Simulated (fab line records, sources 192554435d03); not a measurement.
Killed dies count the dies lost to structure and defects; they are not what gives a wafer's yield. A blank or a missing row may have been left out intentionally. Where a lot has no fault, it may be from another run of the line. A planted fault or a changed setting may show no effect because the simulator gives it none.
fab line records	flow n5-finfet
record: lots: 7	wafers: 21
route steps=1938 shown MIM_BOT@1833 MIM_TOP@1835
start-h: hours from the record's first day to the start of the lot's first wafer shown	wait-h: how many hours have passed since the lot's step before this one	" same as the row above	L1.1+2: a row that stands for several wafers	- no value present, or no start provided	* or withheld: withheld	< > ~ a bound
route shown NAME@n: a module of which the file shows steps, and the number in the route of the first	usual: mean/standard deviation taken from wafers without a fault	same: alike in all rows	chamber/n: place in a boat	sites: each site's reading	_std_site: the standard deviation of these	_edge_site: the outer-site mean with the inner-site mean subtracted	radius-mm: for every site, how far away it sits from the centre of the wafer	mask NAME#n: copy n	behind: the last tool/chamber to shape the wafer	hold: reason for holding the lot/hours on hold/outcome of the hold	device: whichever transistor did not switch (one of n, p or np)	end of line: the route-end tests of the same wafers	a step given without rows: its recipe and nothing more	killed: not the wafer's yield, but the dies lost to structure and defects at the first sort	map: shows each die of a wafer: x if killed, . if not, _ if none is there
set.NAME: setting as actually run; set.NAME@STEP: the setting as run at that earlier step	model.NAME: the simulator's own value behind a step, which no gauge read
lots run with intentionally changed settings; tables by step, rows by wafer
== steps ==
step: N5_MIM_BOT_SPUTTER_00
recipe: material: TiN	target-thk-a: 350	temp-c: 200	power-w: 3000	chamber-pressure-pa: 0.49996	gas: Ar	reactive-partial-pa: 0.37997	time-s: 89.7
lot.wafer	tool	chamber	start-h	wait-h	set.time-s	model.TiN_of_MIM_BOT_SPUTTER_00.thk-nm
L074.1+2	pvd-sputter-01	-	241.33	0.0	89.7	34.8
L074.3	"	-	"	"	89.7	35
L079.2	pvd-sputter-02	-	281.39	0.0	89.7	34.8
L079.3	"	-	"	"	89.7	35.2
L079.4	"	-	"	"	85.79	34
L080.1	pvd-sputter-02	-	289.37	0.0	99.33	39
L080.2+5	"	-	"	"	89.7	34.8
L082.1	pvd-sputter-01	-	293.66	0.0	77.61	30.6
L082.3	"	-	"	"	77.61	30.4
L082.4	"	-	"	"	89.7	35.6
L085.1	pvd-sputter-03	-	316.73	0.0	89.7	35.2
L085.3	"	-	"	"	89.7	35.4
L085.4	"	-	"	"	81.82	31.4
L089.1	pvd-sputter-01	-	349.08	0.0	94.93	37
L089.3+5	"	-	"	"	89.7	35.4
L091.1	pvd-sputter-02	-	354.44	0.0	89.7	35.6
L091.2	"	-	"	"	89.7	35
L091.5	"	-	"	"	89.7	35.4
step: N5_MIM_TOP_ALD_01
recipe: material: HfO2	target-thk-a: 56	temp-c: withheld	ald-precursor-family: Hf-amide	ald-co-reactant: O3	pulse-time-s: 1	purge-time-s: 3	co-reactant-purge-time-s: 2	co-reactant-pulse-time-s: 3	ald-cycles: 62
lot.wafer	tool	chamber	start-h	wait-h	set.ald-cycles	model.HfO2_of_MIM_TOP_ALD_01.thk-nm
L074.1+3	ald-hk-02	1,2	-	-	66	6
L074.2	"	0	"	"	62	5.6
L079.2+3+4	ald-hk-01	1,3,2	-	-	62	5.6
L080.1+2+5	ald-hk-03	3,1,3	-	-	62	5.6
L082.1+3	ald-hk-02	3,2	-	-	66	6
L082.4	"	1	"	"	62	5.6
L085.1+4	ald-hk-02	2,3	-	-	69	6.2
L085.3	"	1	"	"	62	5.6
L089.1+5	ald-hk-01	3,1	-	-	62	5.6
L089.3	"	2	"	"	54	4.8
L091.1+2+5	ald-hk-01	1,0,1	-	-	62	5.6
== key ==
split: step: N5_MIM_BOT_SPUTTER_00	setting: time-s	stated: 89.7	by: wafer
response: step: N5_MIM_BOT_SPUTTER_00	reading: model.TiN_of_MIM_BOT_SPUTTER_00.thk-nm	change: +0.379	per: 1%	r: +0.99
split: step: N5_MIM_TOP_ALD_01	setting: ald-cycles	stated: 62	by: wafer
response: step: N5_MIM_TOP_ALD_01	reading: model.HfO2_of_MIM_TOP_ALD_01.thk-nm	change: +0.059	per: 1%	r: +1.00
